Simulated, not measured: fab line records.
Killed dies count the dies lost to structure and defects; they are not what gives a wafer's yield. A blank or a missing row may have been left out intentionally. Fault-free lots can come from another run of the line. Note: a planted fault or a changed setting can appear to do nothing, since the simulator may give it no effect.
Which tool was responsible? -- flow nandHarc -- 12 lots (36 wafers sampled), 1 step of a 1302-step route

## WHAT EACH GAUGE READ, for each wafer
NHARC_A_CONTACT_INSPECT_10.
lot,measured,on,rawDefectCount
L075,day 22 08:39,defectInspect-02,122 123 109
L076,day 22 23:25,defectInspect-02,142 155 144
L080,day 23 20:39,defectInspect-01,91 80 87
L079,day 25 00:17,defectInspect-01,74 65 67
L083,day 25 17:55,defectInspect-02,28 31 32
L085,day 27 08:03,defectInspect-01,96 96 108
L086,day 27 17:04,defectInspect-02,94 98 88
L088,day 28 09:27,defectInspect-01,141 143 136
L090,day 29 03:04,defectInspect-01,161 142 141
L093,day 29 16:33,defectInspect-02,32 39 34
L094,day 30 17:17,defectInspect-02,51 34 57
L096,day 31 08:31,defectInspect-01,49 48 35

## EACH LOT AND THE TOOL THAT RAN IT (in order: tool; ch and the chambers of the sampled wafers; start)
Before these readings, the record contains no process step.

## THE ANSWER, worked out from the rows above alone
Rule: the lots themselves supply what counts as usual. Put in order of their means at a reading, lots are off if they are a third of the lots or fewer, leave a main group of 4 or more, and stand apart from it by a gap of 3 or more times the standard deviation of the main group's means; of several such gaps the widest counts. If all means in a main group match to the digits the tables above print for the reading, that group is not used. Also off: a lot with no number at a reading for which 4 or more lots have one. Any other lot the step has rows for is counted as sound.
Nothing can be told from this: no lot is off at any reading shown.

## WHAT THE SIMULATOR HAD PUT IN
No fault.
